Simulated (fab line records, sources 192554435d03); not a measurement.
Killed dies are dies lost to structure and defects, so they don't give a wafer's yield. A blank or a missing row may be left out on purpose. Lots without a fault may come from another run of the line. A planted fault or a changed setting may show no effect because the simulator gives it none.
Which tool did it? | flow n5_finfet | 11 lots, 31 wafers sampled, at 2 steps of a route of 1938

WHAT THE GAUGES READ, wafer by wafer
N5_BEOL_M6_CD_MEAS_28: target cd 40 nm. Usual: cd_nm 39.93 nm, standard deviation 0.24.
lot  | measured     | on        | cd_nm (nm)        | flag
L159 | day 12 14:52 | cd_sem-01 | 39.69 39.73 39.95 |
L158 | day 13 00:22 | cd_sem-02 | 39.41 40.07 40.18 |
L157 | day 13 01:43 | cd_sem-03 | 39.68 39.96       |
L162 | day 13 05:01 | cd_sem-01 | 39.94 39.78 40.08 |
L160 | day 13 10:38 | cd_sem-01 | 39.92 39.89 40.07 |
L167 | day 15 00:55 | cd_sem-02 | 40.02 40.14       |
L174 | day 16 20:29 | cd_sem-03 | 39.91 39.70 39.80 |
L176 | day 16 23:40 | cd_sem-02 | 40.01 39.92 40.21 |
L175 | day 17 19:32 | cd_sem-02 | 40.12 39.59 39.54 |
L177 | day 17 21:06 | cd_sem-03 | 39.77 39.85 39.97 |
L179 | day 18 09:26 | cd_sem-03 | 40.08 40.29 39.85 |

WHICH TOOL RAN EACH LOT (tool, then ch and the chambers of the sampled wafers, then the start)
lot  | N5_BEOL_M6_STRIP_67
L159 | rie_diel-04 ch 0,1, day 12 13:00
L158 | rie_diel-04 ch 1,3, day 12 22:19
L157 | rie_diel-01 ch 1,3, day 13 01:03
L162 | rie_diel-03 ch 0,1, day 13 04:05
L160 | rie_diel-03 ch 0,1,3, day 13 09:40
L167 | rie_diel-03 ch 1, day 14 23:10
L174 | rie_diel-01 ch 0,2, day 16 18:03
L176 | rie_diel-01 ch 1,2,3, day 16 22:21
L175 | rie_diel-01 ch 1,2,3, day 17 18:46
L177 | rie_diel-04 ch 1,2, day 17 20:28
L179 | rie_diel-01 ch 0,2,3, day 18 06:32
- N5_BEOL_M6_STRIP_67: strips in CF4.

WHAT THE TOOLS THEMSELVES READ (means of the sampled wafers that have a number; where no wafer has one, the mark that the record gives instead)
N5_BEOL_M6_STRIP_67. Usual: drypump_motor_current_A 5.67 A, standard deviation 0.2; oes_product_au 0.79 a.u., standard deviation 0.075; rf_vpp_V 270.8 V, standard deviation 1.6; showerhead_plenum_p_Torr 1.78 Torr, standard deviation 0.051; throttle_valve_pct 13.66 %, standard deviation 0.26.
lot  | tool        | drypump_motor_current_A (A) | oes_product_au (a.u.) | rf_vpp_V (V) | showerhead_plenum_p_Torr (Torr) | throttle_valve_pct (%) | flag
L159 | rie_diel-04 | 5.89                        | 0.89                  | 270.4        | 1.75                            | 13.39                  |
L158 | rie_diel-04 | 5.46                        | 0.78                  | 271.4        | 1.81                            | 13.78                  |
L157 | rie_diel-01 | 5.70                        | 0.85                  | 270.8        | 1.83                            | 13.46                  |
L162 | rie_diel-03 | 5.69                        | 0.74                  | 269.4        | 1.73                            | 13.72                  |
L160 | rie_diel-03 | 5.66                        | 0.73                  | 269.0        | 1.73                            | 13.68                  |
L167 | rie_diel-03 | 5.74                        | 0.74                  | 269.4        | 1.71                            | 13.73                  |
L174 | rie_diel-01 | 5.71                        | 0.75                  | 270.5        | 1.74                            | 13.83                  |
L176 | rie_diel-01 | 5.69                        | 0.77                  | 270.6        | 1.80                            | 13.72                  |
L175 | rie_diel-01 | 5.67                        | 0.77                  | 271.9        | 1.80                            | 13.74                  |
L177 | rie_diel-04 | 5.74                        | 0.85                  | 271.1        | 1.76                            | 13.37                  |
L179 | rie_diel-01 | 5.74                        | 0.76                  | 271.3        | 1.75                            | 13.76                  |

THE ANSWER, worked out from the rows above alone
Rule: a lot is off if the mean of its wafers that have a number lies more than 3 standard deviations from the usual mean. A lot without any number at a reading at which 4 lots or more have one is off too. The other lots that the step has rows for count as sound. The gauges are gone through in route order, then the tools' own readings, and for those a lot's mean is taken as printed above. The first step at which some lot is off is used, and at that step the reading that is off furthest; a lot without a number counts as furthest.
No lot is off at any reading shown: from this, nothing can be told.

WHAT THE SIMULATOR HAD PUT IN
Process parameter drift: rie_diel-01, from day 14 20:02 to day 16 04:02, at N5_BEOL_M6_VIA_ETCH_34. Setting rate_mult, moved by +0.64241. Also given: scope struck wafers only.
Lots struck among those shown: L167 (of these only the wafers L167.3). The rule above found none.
